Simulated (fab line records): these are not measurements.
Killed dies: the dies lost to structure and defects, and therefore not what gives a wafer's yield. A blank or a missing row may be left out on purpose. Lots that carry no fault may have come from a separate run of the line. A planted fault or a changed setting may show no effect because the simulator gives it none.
fab line records	flow nand_harc
record lots=6	wafers=18	last_day=24
route steps=1159 shown A_STAIRCASE@551 END@1159
lots untouched by any fault: they come from a run of this same line in which no faults occurred
start_h: hours from the record's first day to the start of the lot's first wafer shown	wait_h: time in hours since the lot's previous step	" unchanged from the row above	L1.1+2: a single row standing in for several wafers	- either no value or no given start	* or withheld: withheld	< > ~ a bound
route shown NAME@n: a module of which the file shows steps, and the number in the route of the first	usual: average and standard deviation across the fault-free wafers	same: alike in all rows	chamber/n: place in a boat	sites: readings site by site	_std_site: the standard deviation of these	_edge_site: mean of outer sites minus mean of inner sites	radius_mm: how far each site lies from the wafer's centre	mask NAME#n: copy n	behind: the tool/chamber that last shaped the wafer	hold: why the lot went on hold/how many hours it stayed there/how the hold came to an end	device: which transistor (n, p or np) failed to switch	end of line: the route-end tests of the same wafers	a step without rows: its recipe alone	killed: at the first sort, the dies lost to defects and structure; wafer yield is something else	map: a wafer's dies, x killed, . not, _ none there
set.NAME: setting as actually run; set.NAME@STEP: the setting as run at that earlier step	model.NAME: the simulator's own value behind a step, which no gauge read
lots seen at some steps along the route; tables by step, rows by wafer
services: a tool's chamber out of use, with start hour (start_h, from the record's first day; less than 0 if before it), hours out, and reason
## steps
# step NHARC_A_STAIRCASE_ETCH_15
# recipe target_depth_a=1000	time_s=40.5	ion_energy_ev=400	c4f8_flow_sccm=20	o2_flow_sccm=10	ar_flow_sccm=withheld	rf_w=600	bias_w=1000	chemistry=C4F8/O2
# step NHARC_A_STAIRCASE_TRIM_16
# recipe time_s=211.2	o2_flow_sccm=500	ar_flow_sccm=0	bias_w=0	chemistry=O2
# usual drypump_motor_current_A=5.7/0.4	oes_product_au=1.003/0.01	rf_vpp_V=57.8/0.91	showerhead_plenum_p_Torr=3.51/0.15	throttle_valve_pct=17.036/0.01
lot.wafer	tool	chamber	start_h	wait_h	drypump_motor_current_A	oes_product_au	rf_hours_counter_h	rf_vpp_V	showerhead_plenum_p_Torr	throttle_valve_pct
L533.1	rie_diel-13	2	-	-	5.7	1.000	64	56.2	3.40	17.045
L533.5	"	0	"	"	5.1	1.008	-	55.4	3.38	17.021
L533.6	"	1	"	"	5.6	1.000	-	59.0	3.55	17.024
L535.4	rie_diel-06	1	-	-	6.0	1.011	9	56.3	3.56	17.035
L535.3	"	0	"	"	5.1	0.993	11	58.0	3.41	17.038
L535.6	"	1	"	"	6.0	1.006	-	58.7	3.56	17.014
L542.3	rie_diel-13	3	-	-	5.8	1.006	17	58.3	3.57	17.047
L542.1	"	1	"	"	5.6	0.993	20	57.5	3.54	17.030
L542.5	"	0	"	"	5.1	1.004	-	56.8	3.37	17.020
L545.2	rie_diel-02	3	-	-	5.9	1.039	1	58.6	3.59	17.051
L545.4	"	0	"	"	6.4	1.017	1	56.1	3.31	17.041
L545.6	"	3	"	"	5.9	1.019	-	58.1	3.59	17.028
L549.3	rie_diel-06	1	-	-	6.0	1.014	39	57.8	3.54	17.037
L549.4	"	2	"	"	5.5	0.981	38	58.3	3.79	17.033
L549.6	"	1	"	"	6.0	0.998	-	56.5	3.54	17.032
L548.2	rie_diel-13	0	-	-	5.1	0.994	28	59.6	3.36	17.033
L548.1	"	1	"	"	5.6	0.996	30	58.4	3.53	17.041
L548.6	"	0	"	"	5.1	0.999	-	58.0	3.36	17.029
# step NHARC_A_STAIRCASE_ETCH_17
# recipe target_depth_a=1000	time_s=40.5	ion_energy_ev=400	c4f8_flow_sccm=20	o2_flow_sccm=10	ar_flow_sccm=withheld	rf_w=600	bias_w=1000	chemistry=C4F8/O2
# step NHARC_A_STAIRCASE_TRIM_18
# recipe time_s=211.2	o2_flow_sccm=500	ar_flow_sccm=0	bias_w=0	chemistry=O2
# step NHARC_A_STAIRCASE_ETCH_19
# recipe target_depth_a=1000	time_s=40.5	ion_energy_ev=400	c4f8_flow_sccm=20	o2_flow_sccm=10	ar_flow_sccm=withheld	rf_w=600	bias_w=1000	chemistry=C4F8/O2
# step NHARC_A_STAIRCASE_TRIM_20
# recipe time_s=211.2	o2_flow_sccm=500	ar_flow_sccm=0	bias_w=0	chemistry=O2
# step NHARC_A_STAIRCASE_ETCH_21
# recipe target_depth_a=1000	time_s=40.5	ion_energy_ev=400	c4f8_flow_sccm=20	o2_flow_sccm=10	ar_flow_sccm=withheld	rf_w=600	bias_w=1000	chemistry=C4F8/O2
# usual oes_product_au=0.949/0.018	rf_vpp_V=895/5.6
lot.wafer	tool	chamber	start_h	wait_h	oes_product_au	rf_hours_counter_h	rf_vpp_V
L533.1	rie_diel-13	0	-	-	0.945	64	891
L533.6	"	0	"	"	0.943	-	890
L533.5	"	1	"	"	0.943	-	896
L535.3	rie_diel-02	2	-	-	0.929	40	902
L535.4	"	1	"	"	0.923	52	895
L535.6	"	2	"	"	0.935	-	900
L542.3	rie_diel-02	1	-	-	0.955	0	894
L542.1	"	0	"	"	0.979	0	888
L542.5	"	1	"	"	0.960	-	896
L545.4	rie_diel-02	2	-	-	0.962	2	901
L545.2	"	1	"	"	0.940	2	895
L545.6	"	2	"	"	0.962	-	900
L549.3	rie_diel-06	1	-	-	0.955	39	896
L549.4	"	3	"	"	0.932	39	887
L549.6	"	1	"	"	0.959	-	896
L548.2	rie_diel-06	2	-	-	0.984	38	906
L548.1	"	0	"	"	0.939	42	892
L548.6	"	1	"	"	0.970	-	896
# step NHARC_A_STAIRCASE_TRIM_22
# recipe time_s=211.2	o2_flow_sccm=500	ar_flow_sccm=0	bias_w=0	chemistry=O2
# step NHARC_A_STAIRCASE_ETCH_23
# recipe target_depth_a=1000	time_s=40.5	ion_energy_ev=400	c4f8_flow_sccm=20	o2_flow_sccm=10	ar_flow_sccm=withheld	rf_w=600	bias_w=1000	chemistry=C4F8/O2
# usual oes_product_au=0.947/0.014	rf_vpp_V=895/5.4
lot.wafer	tool	chamber	start_h	wait_h	oes_product_au	rf_hours_counter_h	rf_vpp_V
L533.1	rie_diel-13	2	-	-	0.937	64	891
L533.6	"	0	"	"	0.954	-	891
L533.5	"	1	"	"	0.952	-	896
L535.4	rie_diel-02	0	-	-	0.937	47	888
L535.3	"	2	"	"	0.947	41	901
L535.6	"	0	"	"	0.938	-	889
L542.3	rie_diel-02	1	-	-	0.944	0	895
L542.1	"	0	"	"	0.954	0	888
L542.5	"	1	"	"	0.948	-	896
L545.4	rie_diel-02	3	-	-	0.963	2	900
L545.2	"	0	"	"	0.938	2	887
L545.6	"	2	"	"	0.969	-	901
L549.4	rie_diel-06	3	-	-	0.926	39	887
L549.3	"	0	"	"	0.923	41	892
L549.6	"	3	"	"	0.929	-	887
L548.2	rie_diel-06	1	-	-	0.981	39	896
L548.1	"	3	"	"	0.948	39	887
L548.6	"	2	"	"	0.955	-	906
# step NHARC_A_STAIRCASE_TRIM_24
# recipe time_s=211.2	o2_flow_sccm=500	ar_flow_sccm=0	bias_w=0	chemistry=O2
# usual drypump_motor_current_A=5.7/0.39	oes_product_au=1.002/0.011	rf_vpp_V=57.8/0.91	showerhead_plenum_p_Torr=3.49/0.15	throttle_valve_pct=17.035/0.0092
lot.wafer	tool	chamber	start_h	wait_h	drypump_motor_current_A	oes_product_au	rf_hours_counter_h	rf_vpp_V	showerhead_plenum_p_Torr	throttle_valve_pct
L533.1	rie_diel-13	3	-	-	5.7	1.003	64	59.3	3.58	17.044
L533.6	"	1	"	"	5.6	1.019	-	58.9	3.55	17.027
L533.5	"	2	"	"	5.6	1.001	-	58.4	3.40	17.032
L535.4	rie_diel-02	1	-	-	5.9	0.996	52	57.7	3.53	17.042
L535.3	"	3	"	"	5.9	1.006	49	57.5	3.60	17.035
L535.6	"	1	"	"	6.0	1.002	-	56.6	3.53	17.048
L542.3	rie_diel-02	3	-	-	5.9	1.006	0	58.3	3.60	17.029
L542.1	"	0	"	"	6.4	0.995	0	57.4	3.31	17.039
L542.5	"	3	"	"	5.9	1.023	-	57.9	3.60	17.026
L545.4	rie_diel-02	0	-	-	6.4	0.998	2	57.5	3.31	17.041
L545.2	"	2	"	"	5.4	1.008	2	56.8	3.67	17.031
L545.6	"	3	"	"	5.9	1.023	-	59.5	3.59	17.051
L549.3	rie_diel-06	3	-	-	6.0	0.995	39	57.6	3.29	17.049
L549.4	"	1	"	"	6.0	1.023	39	57.1	3.54	17.033
L549.6	"	3	"	"	6.0	0.980	-	58.9	3.29	17.029
L548.1	rie_diel-06	2	-	-	5.5	1.015	38	58.3	3.79	17.043
L548.2	"	0	"	"	5.1	0.988	42	57.6	3.40	17.041
L548.6	"	3	"	"	6.0	0.990	-	58.2	3.29	17.024
# step NHARC_A_STAIRCASE_ETCH_25
# recipe target_depth_a=1000	time_s=40.5	ion_energy_ev=400	c4f8_flow_sccm=20	o2_flow_sccm=10	ar_flow_sccm=withheld	rf_w=600	bias_w=1000	chemistry=C4F8/O2
# step NHARC_A_STAIRCASE_TRIM_26
# recipe time_s=211.2	o2_flow_sccm=500	ar_flow_sccm=0	bias_w=0	chemistry=O2
# usual drypump_motor_current_A=5.7/0.38	oes_product_au=1.002/0.01	rf_vpp_V=57.9/0.94	showerhead_plenum_p_Torr=3.49/0.15	throttle_valve_pct=17.037/0.0087
lot.wafer	tool	chamber	start_h	wait_h	drypump_motor_current_A	oes_product_au	rf_hours_counter_h	rf_vpp_V	showerhead_plenum_p_Torr	throttle_valve_pct
L533.1	rie_diel-13	0	272.80	-	5.1	1.012	64	57.7	3.38	17.041
L533.5	"	1	"	"	5.7	1.008	-	57.9	3.55	17.039
L533.6	"	2	"	"	5.7	0.999	-	59.0	3.40	17.037
L535.4	rie_diel-02	3	284.38	-	5.9	1.004	50	57.6	3.60	17.047
L535.3	"	2	"	"	5.4	1.011	41	57.4	3.68	17.038
L535.6	"	3	"	"	5.9	1.011	-	57.9	3.60	17.035
L542.3	rie_diel-02	2	338.83	-	5.4	1.176	0	59.2	3.67	17.036
L542.1	"	0	"	"	6.4	1.167	0	57.1	3.31	17.024
L542.5	"	3	"	"	5.9	1.180	-	58.1	3.60	17.033
L545.4	rie_diel-02	0	344.49	-	6.4	1.168	2	56.5	3.30	17.039
L545.2	"	3	"	"	5.9	1.205	2	58.6	3.59	17.040
L545.6	"	0	"	"	6.4	1.174	-	58.4	3.30	17.039
L549.3	rie_diel-06	0	360.95	-	5.1	0.984	41	56.1	3.40	17.047
L549.4	"	1	"	"	6.0	1.018	39	57.0	3.54	17.031
L549.6	"	0	"	"	5.2	0.981	-	58.2	3.40	17.053
L548.2	rie_diel-06	0	361.98	-	5.1	0.985	42	58.6	3.40	17.043
L548.1	"	1	"	"	6.0	1.016	40	58.3	3.54	17.044
L548.6	"	0	"	"	5.1	0.988	-	57.8	3.40	17.033
# step NHARC_A_STAIRCASE_ETCH_27
# recipe target_depth_a=1000	time_s=40.5	ion_energy_ev=400	c4f8_flow_sccm=20	o2_flow_sccm=10	ar_flow_sccm=withheld	rf_w=600	bias_w=1000	chemistry=C4F8/O2
# usual oes_product_au=0.944/0.011	rf_vpp_V=895/5.5
lot.wafer	tool	chamber	start_h	wait_h	oes_product_au	rf_hours_counter_h	rf_vpp_V
L533.1	rie_diel-13	2	-	-	0.919	64	892
L533.6	"	0	"	"	0.930	-	891
L533.5	"	1	"	"	0.929	-	897
L535.3	rie_diel-02	1	-	-	0.929	52	896
L535.4	"	0	"	"	0.938	48	888
L535.6	"	2	"	"	0.949	-	901
L542.1	rie_diel-02	3	-	-	0.967	1	900
L542.3	"	1	"	"	0.953	1	897
L542.5	"	0	"	"	0.953	-	889
L545.2	rie_diel-02	3	-	-	0.963	2	898
L545.4	"	0	"	"	0.940	2	888
L545.6	"	1	"	"	0.932	-	894
L549.3	rie_diel-06	3	-	-	0.936	39	889
L549.4	"	0	"	"	0.922	41	892
L549.6	"	2	"	"	0.966	-	904
L548.2	rie_diel-06	1	-	-	0.958	40	895
L548.1	"	2	"	"	0.957	38	905
L548.6	"	1	"	"	0.955	-	896
# step NHARC_END_SORT_01
# recipe temp_c=25
# usual killed_at_array=27/11	killed_at_other=0.6/0.89	killed_at_periphery=3.0/2.4	killed_dies=31/12	killed_open=3.2/1.6	killed_short=2.0/1.5
# same gross_dies=677
lot.wafer	tool	chamber	start_h	wait_h	killed_at_array	killed_at_other	killed_at_periphery	killed_dies	killed_open	killed_short
L533.1	prober-02	0	480.41	2.5	39	1	2	42	4	0
L533.5	prober-02	0	483.58	3.7	40	1	1	42	1	1
L533.6	prober-02	0	484.37	4.0	39	2	1	42	4	3
L535.3	prober-02	0	500.37	3.1	39	0	1	40	5	1
L535.4	prober-02	0	501.17	3.4	32	1	2	35	2	5
L535.6	prober-02	0	502.77	4.0	32	2	2	36	2	2
L542.1	prober-01	0	547.66	2.5	51	0	0	51	4	2
L542.3	prober-01	0	549.27	3.1	48	0	2	50	2	2
L542.5	prober-01	0	550.87	3.7	56	0	3	59	1	1
L545.2	prober-01	0	556.30	2.8	19	4	1	24	4	0
L545.4	prober-01	0	557.89	3.4	24	2	1	27	5	1
L545.6	prober-01	0	559.48	4.0	32	0	4	36	7	2
L549.3	prober-02	0	565.10	3.1	20	1	2	23	2	0
L549.4	prober-02	0	565.89	3.4	28	1	3	32	2	1
L549.6	prober-02	0	567.48	4.0	33	1	5	39	4	1
L548.1	prober-01	0	575.73	2.5	17	0	4	21	3	3
L548.2	prober-01	0	576.53	2.8	17	0	3	20	1	0
L548.6	prober-01	0	579.70	4.0	19	0	1	20	4	2
# killed by level:class
L533.1 A_CHANNEL_HOLE_D1:chamber_film_flake=12 A_SLIT:chamber_film_flake=12 A_STAIRCASE:chamber_film_flake=7 A_CONTACT:chamber_film_flake=2 A_WL_FILL:chamber_film_flake=2 P_M1:geometric_particle:open=1 A_SOURCE_PLATE:geometric_particle:open=1 A_CONTACT:geometric_particle:open=1
L533.5 A_SLIT:chamber_film_flake=13 A_CHANNEL_HOLE_D1:chamber_film_flake=12 A_CONTACT:chamber_film_flake=5 A_STAIRCASE:chamber_film_flake=4 A_WL_FILL:chamber_film_flake=4 P_M0:geometric_particle:open=1 A_WL_FILL:geometric_particle:short=1 A_CHANNEL_FILL_D1:chamber_film_flake=1
L533.6 A_CHANNEL_HOLE_D1:chamber_film_flake=17 A_SLIT:chamber_film_flake=9 A_CONTACT:chamber_film_flake=3 A_CHANNEL_FILL_D1:geometric_particle:short=3 A_M0:geometric_particle:open=2 A_STAIRCASE:chamber_film_flake=2 THIN_TSV:chamber_film_flake=2 A_SOURCE_PLATE:geometric_particle:open=1
L535.3 A_CHANNEL_HOLE_D1:chamber_film_flake=15 A_SLIT:chamber_film_flake=13 A_CONTACT:chamber_film_flake=3 A_ZERO_WELL:chamber_film_flake=2 P_CONTACT:geometric_particle:open=1 A_ONON_D1:geometric_particle:open=1 A_SGD_CUT:geometric_particle:short=1 A_CONTACT:geometric_particle:open=1
L535.4 A_SLIT:chamber_film_flake=13 A_CHANNEL_HOLE_D1:chamber_film_flake=9 A_SOURCE_PLATE:geometric_particle:short=2 A_STAIRCASE:chamber_film_flake=2 P_M0:geometric_particle:short=1 A_SOURCE_PLATE:geometric_particle:open=1 A_WL_FILL:geometric_particle:short=1 A_CONTACT:geometric_particle:short=1
L535.6 A_CHANNEL_HOLE_D1:chamber_film_flake=13 A_SLIT:chamber_film_flake=10 A_ZERO_WELL:chamber_film_flake=3 P_GATE:chamber_film_flake=2 A_STAIRCASE:chamber_film_flake=2 A_ONON_D1:geometric_particle:open=1 A_WL_FILL:geometric_particle:short=1 A_CONTACT:geometric_particle:open=1
L542.1 A_SLIT:chamber_film_flake=19 A_CHANNEL_HOLE_D1:chamber_film_flake=18 A_CONTACT:chamber_film_flake=4 A_CONTACT:geometric_particle:open=2 A_ZERO_WELL:chamber_film_flake=2 A_STAIRCASE:chamber_film_flake=2 A_SOURCE_PLATE:geometric_particle:short=1 A_SOURCE_PLATE:geometric_particle:open=1
L542.3 A_CHANNEL_HOLE_D1:chamber_film_flake=18 A_SLIT:chamber_film_flake=15 A_STAIRCASE:chamber_film_flake=5 A_CONTACT:chamber_film_flake=5 A_ONON_D1:geometric_particle:open=1 A_ONON_D1:geometric_particle:short=1 A_CONTACT:geometric_particle:open=1 A_CONTACT:geometric_particle:short=1
L542.5 A_CHANNEL_HOLE_D1:chamber_film_flake=21 A_SLIT:chamber_film_flake=13 A_CHANNEL_FILL_D1:chamber_film_flake=6 A_CONTACT:chamber_film_flake=6 A_STAIRCASE:chamber_film_flake=5 A_WL_FILL:chamber_film_flake=2 A_CONTACT:geometric_particle:short=1 A_M0:geometric_particle:open=1
L545.2 A_CHANNEL_HOLE_D1:chamber_film_flake=12 THIN_TSV:chamber_film_flake=4 A_CHANNEL_FILL_D1:chamber_film_flake=3 P_GATE:geometric_particle:open=1 A_ONON_D1:geometric_particle:open=1 A_CHANNEL_HOLE_D1:geometric_particle:open=1 A_CHANNEL_FILL_D1:geometric_particle:open=1 A_STAIRCASE:chamber_film_flake=1
L545.4 A_CHANNEL_HOLE_D1:chamber_film_flake=16 A_CONTACT:geometric_particle:open=3 A_CONTACT:chamber_film_flake=3 A_ONON_D1:geometric_particle:open=1 A_CONTACT:geometric_particle:short=1 P_M2:chamber_film_flake=1 STARTING-WAFER:geometric_particle:open=1 THIN_TSV:chamber_film_flake=1
L545.6 A_CHANNEL_HOLE_D1:chamber_film_flake=14 A_CONTACT:chamber_film_flake=7 P_M0:geometric_particle:open=2 A_CONTACT:geometric_particle:open=2 A_STAIRCASE:chamber_film_flake=2 P_M1:geometric_particle:short=1 A_ONON_D1:geometric_particle:open=1 A_CHANNEL_FILL_D1:geometric_particle:open=1
L549.3 A_CHANNEL_HOLE_D1:chamber_film_flake=17 A_SLIT:chamber_film_flake=2 P_M1:geometric_particle:open=1 A_CONTACT:geometric_particle:open=1 P_STI:chamber_film_flake=1 THIN_TSV:chamber_film_flake=1
L549.4 A_CHANNEL_HOLE_D1:chamber_film_flake=19 A_SLIT:chamber_film_flake=3 A_CONTACT:chamber_film_flake=3 A_CONTACT:geometric_particle:open=2 A_CHANNEL_FILL_D1:geometric_particle:short=1 P_STI:chamber_film_flake=1 P_CONTACT:chamber_film_flake=1 P_BONDPAD:chamber_film_flake=1
L549.6 A_CHANNEL_HOLE_D1:chamber_film_flake=24 A_SLIT:chamber_film_flake=4 P_CONTACT:geometric_particle:open=2 P_STI:chamber_film_flake=2 A_CONTACT:geometric_particle:short=1 A_CONTACT:geometric_particle:open=1 A_BLC:geometric_particle:open=1 P_CONTACT:chamber_film_flake=1
L548.1 A_CHANNEL_HOLE_D1:chamber_film_flake=8 A_CONTACT:chamber_film_flake=4 P_M0:geometric_particle:open=2 A_WL_FILL:chamber_film_flake=2 P_M0:geometric_particle:short=1 A_ONON_D1:geometric_particle:short=1 A_CHANNEL_HOLE_D1:geometric_particle:short=1 A_CHANNEL_FILL_D1:geometric_particle:open=1
L548.2 A_CHANNEL_HOLE_D1:chamber_film_flake=6 A_CONTACT:chamber_film_flake=5 A_SLIT:chamber_film_flake=3 P_STI:chamber_film_flake=2 A_STAIRCASE:chamber_film_flake=2 P_M1:geometric_particle:open=1 A_ZERO_WELL:chamber_film_flake=1
L548.6 A_CHANNEL_HOLE_D1:chamber_film_flake=4 A_CONTACT:chamber_film_flake=3 A_STAIRCASE:chamber_film_flake=2 P_M2:geometric_particle:open=1 A_SOURCE_PLATE:geometric_particle:open=1 A_CONTACT:geometric_particle:open=1 A_CONTACT:geometric_particle:short=1 A_BLC:geometric_particle:short=1
## services
tool	chamber	start_h	hours	kind
rie_diel-06	1	250.03	4.9	repair
rie_diel-02	0	257.87	-	clean
rie_diel-02	1	257.87	-	clean
rie_diel-02	2	257.87	-	clean
rie_diel-02	3	257.87	-	clean
rie_diel-13	-	276.02	9.0	pm
rie_diel-06	-	276.11	1.1	repair
rie_diel-02	0	282.44	-	clean
rie_diel-02	1	282.44	-	clean
rie_diel-02	2	282.44	-	clean
rie_diel-02	3	282.44	-	clean
rie_diel-02	0	306.94	-	clean
rie_diel-02	1	306.94	-	clean
rie_diel-02	2	306.94	-	clean
rie_diel-02	3	306.94	-	clean
rie_diel-02	-	327.89	9.0	pm
rie_diel-02	0	327.89	9.0	vent_cycle
rie_diel-02	1	327.89	9.0	vent_cycle
rie_diel-02	2	327.89	9.0	vent_cycle
rie_diel-02	3	327.89	9.0	vent_cycle
rie_diel-02	0	336.89	-	clean
rie_diel-02	1	336.89	-	clean
rie_diel-02	2	336.89	-	clean
rie_diel-02	3	336.89	-	clean
## key
first_sign step=NHARC_A_STAIRCASE_TRIM_26	reading=oes_product_au	direction=up	sigmas=17	usual=1.002	struck=1.178
effect none on later readings
met_at NHARC_A_STAIRCASE_TRIM_26
struck_wafers L542.1,L542.3,L542.5,L545.2,L545.4,L545.6
tester_left_out L542,L545
onset_between 284.38 338.83
fault kind=process_parameter_drift	tool=rie_diel-02	chamber=-	onset_h=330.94	steps=NHARC_A_STAIRCASE_TRIM_26	channel=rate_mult	offset=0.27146	shape=step	end_h=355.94
# tester_left_out: of these lots the tester's yield and bins aren't shown, on N5 and GAA mostly nor the transistor test; their killed dies are dies lost to structure and defects alone, not to doping, threshold or leakage, so they don't give the yield
